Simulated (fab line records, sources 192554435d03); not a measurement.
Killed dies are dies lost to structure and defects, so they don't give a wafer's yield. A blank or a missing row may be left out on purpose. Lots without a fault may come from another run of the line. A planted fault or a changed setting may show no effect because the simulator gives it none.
Which tool did it? | flow n5_finfet | 24 lots, 72 wafers sampled, at 5 steps of a route of 1938

WHAT THE GAUGES READ, wafer by wafer
N5_ILD0_INSPECT_06: inspects for defects (darkfield). Usual: raw_defect_count 34, standard deviation 17.
lot  | measured    | on                | raw_defect_count | flag
L074 | day 3 16:27 | defect_inspect-02 | 31 29 25         |
L075 | day 4 03:04 | defect_inspect-01 | 39 44 45         |
L076 | day 4 04:02 | defect_inspect-01 | 28 21 34         |
L077 | day 4 13:57 | defect_inspect-02 | 22 29 23         |
L078 | day 4 20:04 | defect_inspect-02 | 15 32 22         |
L079 | day 5 00:35 | defect_inspect-01 | 45 38 49         |
L080 | day 5 07:38 | defect_inspect-01 | 34 45 53         |
L081 | day 5 11:04 | defect_inspect-01 | 5 15 22          |
L082 | day 5 19:50 | defect_inspect-01 | 50 46 35         |
L083 | day 6 00:39 | defect_inspect-01 | 22 32 41         |
L084 | day 6 07:37 | defect_inspect-01 | 29 16 25         |
L085 | day 6 13:13 | defect_inspect-01 | 38 45 32         |
L086 | day 6 19:05 | defect_inspect-02 | 43 35 72         |
L087 | day 7 02:34 | defect_inspect-01 | 20 43 28         |
L088 | day 7 10:14 | defect_inspect-02 | 50 28 28         |
L089 | day 7 11:29 | defect_inspect-01 | 55 62 57         |
L090 | day 7 20:51 | defect_inspect-01 | 32 28 39         |
L091 | day 8 04:31 | defect_inspect-01 | 41 27 30         |
L092 | day 8 05:37 | defect_inspect-01 | 28 32 45         |
L093 | day 8 15:55 | defect_inspect-01 | 37 32 25         |
L094 | day 8 17:40 | defect_inspect-02 | 28 53 54         |
L095 | day 8 22:33 | defect_inspect-01 | 21 19 28         |
L096 | day 9 12:43 | defect_inspect-02 | 39 27 37         |
L097 | day 9 17:46 | defect_inspect-01 | 14 34 35         |

N5_SDB_CD_MEAS_11: target cd 50 nm. Usual: cd_nm 50.6 nm, standard deviation 1.8.
lot  | measured    | on        | cd_nm (nm)     | flag
L074 | day 3 16:56 | cd_sem-03 | 50.1 51.8 48.9 |
L075 | day 4 03:32 | cd_sem-01 | 51.7 55.3 52.1 |
L076 | day 4 04:31 | cd_sem-02 | 53.5 53.7 51.6 |
L077 | day 4 14:26 | cd_sem-02 | 47.1 51.1 47.0 |
L078 | day 4 20:34 | cd_sem-03 | 53.5 53.1 52.6 |
L079 | day 5 00:58 | cd_sem-03 | 50.4 53.0 54.0 |
L080 | day 5 08:09 | cd_sem-02 | 51.4 49.2 51.0 |
L081 | day 5 11:32 | cd_sem-01 | 52.0 48.0 47.9 |
L082 | day 5 20:11 | cd_sem-03 | 47.8 49.9 52.0 |
L083 | day 6 01:08 | cd_sem-03 | 51.4 54.0 54.7 |
L084 | day 6 08:06 | cd_sem-01 | 47.6 47.7 49.6 |
L085 | day 6 13:43 | cd_sem-01 | 49.7 49.9 50.4 |
L086 | day 6 19:28 | cd_sem-03 | 50.0 50.1 51.7 |
L087 | day 7 03:03 | cd_sem-02 | 49.5 49.2 50.0 |
L088 | day 7 10:44 | cd_sem-01 | 49.2 50.4 47.0 |
L089 | day 7 11:50 | cd_sem-03 | 51.1 49.7 48.9 |
L090 | day 7 21:20 | cd_sem-01 | 49.7 48.4 51.2 |
L091 | day 8 04:53 | cd_sem-03 | 50.1 47.8 49.9 |
L092 | day 8 05:59 | cd_sem-01 | 51.3 51.8 49.6 |
L093 | day 8 16:24 | cd_sem-01 | 49.1 51.5 51.8 |
L094 | day 8 18:01 | cd_sem-02 | 49.6 51.1 49.9 |
L095 | day 8 22:56 | cd_sem-01 | 51.1 51.1 50.2 |
L096 | day 9 13:06 | cd_sem-01 | 47.9 49.7 51.2 |
L097 | day 9 18:16 | cd_sem-01 | 50.5 54.6 50.6 |

N5_SDB_INSPECT_13: inspects for defects (brightfield). Usual: raw_defect_count 73, standard deviation 27.
lot  | measured    | on                | raw_defect_count | flag
L074 | day 3 16:59 | defect_inspect-02 | 49 48 65         |
L075 | day 4 03:36 | defect_inspect-02 | 77 75 149        |
L076 | day 4 04:34 | defect_inspect-02 | 106 77 60        |
L077 | day 4 14:29 | defect_inspect-02 | 48 107 54        |
L078 | day 4 20:37 | defect_inspect-02 | 57 161 153       |
L079 | day 5 01:01 | defect_inspect-01 | 72 128 61        |
L080 | day 5 08:13 | defect_inspect-02 | 58 49 89         |
L081 | day 5 11:36 | defect_inspect-01 | 48 66 53         |
L082 | day 5 20:15 | defect_inspect-02 | 58 111 55        |
L083 | day 6 01:11 | defect_inspect-02 | 73 28 84         |
L084 | day 6 08:09 | defect_inspect-02 | 71 75 51         |
L085 | day 6 13:46 | defect_inspect-01 | 38 78 87         |
L086 | day 6 19:31 | defect_inspect-02 | 59 89 67         |
L087 | day 7 03:06 | defect_inspect-01 | 49 45 44         |
L088 | day 7 10:47 | defect_inspect-01 | 76 52 71         |
L089 | day 7 11:53 | defect_inspect-02 | 129 55 102       |
L090 | day 7 21:23 | defect_inspect-02 | 98 73 76         |
L091 | day 8 04:56 | defect_inspect-02 | 54 77 129        |
L092 | day 8 06:02 | defect_inspect-01 | 68 78 85         |
L093 | day 8 16:28 | defect_inspect-02 | 68 97 64         |
L094 | day 8 18:04 | defect_inspect-02 | 79 106 75        |
L095 | day 8 23:00 | defect_inspect-01 | 70 40 57         |
L096 | day 9 13:09 | defect_inspect-01 | 88 59 87         |
L097 | day 9 18:19 | defect_inspect-02 | 69 55 29         |

WHICH TOOL RAN EACH LOT (tool, then ch and the chambers of the sampled wafers, then the start)
lot  | N5_ILD0_CMP_03               | N5_ILD0_CMP_12
L074 | cmp-04 ch 0,1,2, day 3 12:35 | cmp-04 ch 0,1,2, day 3 16:08
L075 | cmp-04 ch 0,1,2, day 3 23:17 | cmp-04 ch 0,3, day 4 02:44
L076 | cmp-01 ch 0,2,3, day 4 00:10 | cmp-01 ch 0,1, day 4 03:44
L077 | cmp-04 ch 1,2,3, day 4 10:10 | cmp-01 ch 0,1, day 4 13:40
L078 | cmp-01 ch 1,2, day 4 15:34   | cmp-04 ch 1,2,3, day 4 19:47
L079 | cmp-01 ch 0,2,3, day 4 20:42 | cmp-01 ch 0,2,3, day 5 00:17
L080 | cmp-03 ch 0,2,3, day 5 03:28 | cmp-03 ch 0,2,3, day 5 07:19
L081 | cmp-03 ch 0,2,3, day 5 07:05 | cmp-03 ch 0,1,3, day 5 10:46
L082 | cmp-01 ch 1,2,3, day 5 15:30 | cmp-03 ch 0,1, day 5 19:31
L083 | cmp-03 ch 0,1,3, day 5 20:34 | cmp-04 ch 0,1,3, day 6 00:20
L084 | cmp-01 ch 0,2,3, day 6 03:35 | cmp-03 ch 0,2,3, day 6 07:17
L085 | cmp-01 ch 0,1,2, day 6 09:22 | cmp-04 ch 0,1,2, day 6 12:54
L086 | cmp-03 ch 0,1,3, day 6 15:14 | cmp-04 ch 0,2, day 6 18:46
L087 | cmp-01 ch 1,2,3, day 6 22:20 | cmp-03 ch 0,2,3, day 7 02:14
L088 | cmp-04 ch 1,3, day 7 06:25   | cmp-03 ch 0,1,3, day 7 09:58
L089 | cmp-04 ch 1,2, day 7 07:34   | cmp-01 ch 0,1, day 7 11:10
L090 | cmp-04 ch 1,2,3, day 7 17:02 | cmp-03 ch 1,2,3, day 7 20:32
L091 | cmp-01 ch 0,1,3, day 8 00:19 | cmp-04 ch 2,3, day 8 04:14
L092 | cmp-04 ch 0,2,3, day 8 01:19 | cmp-04 ch 1,2,3, day 8 05:18
L093 | cmp-03 ch 0,3, day 8 12:04   | cmp-03 ch 0,1,2, day 8 15:40
L094 | cmp-01 ch 0,2,3, day 8 13:52 | cmp-03 ch 0,1,2, day 8 17:25
L095 | cmp-03 ch 1,2,3, day 8 18:16 | cmp-03 ch 0,1,2, day 8 22:16
L096 | cmp-03 ch 0,2, day 9 08:48   | cmp-01 ch 1,2, day 9 12:23
L097 | cmp-01 ch 0,3, day 9 13:48   | cmp-01 ch 0,1,3, day 9 17:31
- N5_ILD0_CMP_03: polishes, stops on SiNx, t overpolish 1.9 s, target thk 197.38 nm.
- N5_ILD0_CMP_12: polishes SiNx, stops on poly-Si, t overpolish 6 s, target thk 17.67 nm.

WHAT THE TOOLS THEMSELVES READ (means of the sampled wafers that have a number; where no wafer has one, the mark that the record gives instead)
N5_ILD0_CMP_03. Usual: head_pressure_psi 4.149 psi, standard deviation 0.0082; motor_current_A 12.3 A, standard deviation 1.3; overpolish_run_s 1.900 s, standard deviation 0.0091; pad_life_wafers 939, standard deviation 630; time_to_endpoint_s 70 s, standard deviation 3.6.
lot  | tool   | head_pressure_psi (psi) | motor_current_A (A) | overpolish_run_s (s) | pad_life_wafers | time_to_endpoint_s (s) | flag
L074 | cmp-04 | 4.147                   | 12.0                | 1.898                | 242             | 70                     |
L075 | cmp-04 | 4.149                   | 12.3                | 1.891                | 326             | 70                     |
L076 | cmp-01 | 4.146                   | 12.9                | 1.908                | 1778            | 71                     |
L077 | cmp-04 | 4.151                   | 12.5                | 1.895                | 434             | 70                     |
L078 | cmp-01 | 4.155                   | 12.3                | 1.897                | 1920            | 72                     |
L079 | cmp-01 | 4.152                   | 12.6                | 1.908                | 1970            | 72                     |
L080 | cmp-03 | 4.151                   | 13.4                | 1.905                | 703             | 69                     |
L081 | cmp-03 | 4.149                   | 13.2                | 1.906                | 733             | 67                     |
L082 | cmp-01 | 4.150                   | 12.5                | 1.910                | 2155            | 72                     |
L083 | cmp-03 | 4.144                   | 13.3                | 1.897                | 871             | 63                     |
L084 | cmp-01 | 4.145                   | 12.9                | 1.908                | 2               | 73                     |
L085 | cmp-01 | 4.147                   | 11.6                | 1.897                | 43              | 68                     |
L086 | cmp-03 | 4.146                   | 12.9                | 1.900                | 1040            | 68                     |
L087 | cmp-01 | 4.154                   | 12.3                | 1.907                | 145             | 67                     |
L088 | cmp-04 | 4.143                   | 13.0                | 1.890                | 1034            | 71                     |
L089 | cmp-04 | 4.146                   | 12.7                | 1.892                | 1052            | 72                     |
L090 | cmp-04 | 4.140                   | 12.0                | 1.900                | 1112            | 73                     |
L091 | cmp-01 | 4.149                   | 11.8                | 1.905                | 333             | 70                     |
L092 | cmp-04 | 4.154                   | 12.4                | 1.899                | 1171            | 75                     |
L093 | cmp-03 | 4.156                   | 13.6                | 1.907                | 1388            | 68                     |
L094 | cmp-01 | 4.151                   | 12.9                | 1.901                | 452             | 71                     |
L095 | cmp-03 | 4.150                   | 12.3                | 1.900                | 1424            | 71                     |
L096 | cmp-03 | 4.149                   | 13.6                | 1.896                | 1597            | 69                     |
L097 | cmp-01 | 4.155                   | 12.2                | 1.899                | 619             | 76                     |

N5_ILD0_CMP_12. Usual: head_pressure_psi 2.499 psi, standard deviation 0.0054; motor_current_A 9.2 A, standard deviation 0.97; overpolish_run_s 6.000 s, standard deviation 0.0092; pad_life_wafers 1030, standard deviation 470; time_to_endpoint_s 28.3 s, standard deviation 2.6.
lot  | tool   | head_pressure_psi (psi) | motor_current_A (A) | overpolish_run_s (s) | pad_life_wafers | time_to_endpoint_s (s) | flag
L074 | cmp-04 | 2.503                   | 8.8                 | 6.001                | 272             | 27.6                   |
L075 | cmp-04 | 2.496                   | 9.1                 | 5.987                | 372             | 26.1                   |
L076 | cmp-01 | 2.500                   | 7.8                 | 5.993                | 1814            | 28.4                   |
L077 | cmp-01 | 2.501                   | 7.9                 | 5.995                | 1909            | 32.6                   |
L078 | cmp-04 | 2.500                   | 9.5                 | 5.998                | 536             | 26.5                   |
L079 | cmp-01 | 2.498                   | 9.3                 | 6.002                | 2000            | 31.6                   |
L080 | cmp-03 | 2.500                   | 10.1                | 6.004                | 739             | 27.7                   |
L081 | cmp-03 | 2.497                   | 9.6                 | 6.000                | 782             | 25.7                   |
L082 | cmp-03 | 2.501                   | 9.7                 | 6.002                | 864             | 25.7                   |
L083 | cmp-04 | 2.500                   | 9.2                 | 6.003                | 787             | 29.5                   |
L084 | cmp-03 | 2.499                   | 9.7                 | 5.995                | 974             | 30.6                   |
L085 | cmp-04 | 2.499                   | 8.5                 | 6.003                | 913             | 27.4                   |
L086 | cmp-04 | 2.506                   | 8.2                 | 5.994                | 943             | 28.8                   |
L087 | cmp-03 | 2.501                   | 9.8                 | 6.005                | 1124            | 27.9                   |
L088 | cmp-03 | 2.499                   | 9.8                 | 5.997                | 1202            | 27.1                   |
L089 | cmp-01 | 2.508                   | 7.7                 | 6.003                | 248             | 28.3                   |
L090 | cmp-03 | 2.495                   | 9.4                 | 6.009                | 1280            | 26.7                   |
L091 | cmp-04 | 2.499                   | 8.7                 | 5.998                | 1201            | 30.3                   |
L092 | cmp-04 | 2.495                   | 9.0                 | 5.997                | 1207            | 31.3                   |
L093 | cmp-03 | 2.500                   | 9.3                 | 6.001                | 1406            | 26.5                   |
L094 | cmp-03 | 2.497                   | 9.4                 | 6.001                | 1418            | 30.3                   |
L095 | cmp-03 | 2.503                   | 9.2                 | 5.999                | 1472            | 25.8                   |
L096 | cmp-01 | 2.494                   | 9.0                 | 5.996                | 600             | 26.8                   |
L097 | cmp-01 | 2.501                   | 8.3                 | 6.000                | 662             | 29.4                   |

THE ANSWER, worked out from the rows above alone
Rule: a lot is off if the mean of its wafers that have a number lies more than 3 standard deviations from the usual mean. A lot without any number at a reading at which 4 lots or more have one is off too. The other lots that the step has rows for count as sound. The gauges are gone through in route order, then the tools' own readings, and for those a lot's mean is taken as printed above. The first step at which some lot is off is used, and at that step the reading that is off furthest; a lot without a number counts as furthest.
No lot is off at any reading shown: from this, nothing can be told.

WHAT THE SIMULATOR HAD PUT IN
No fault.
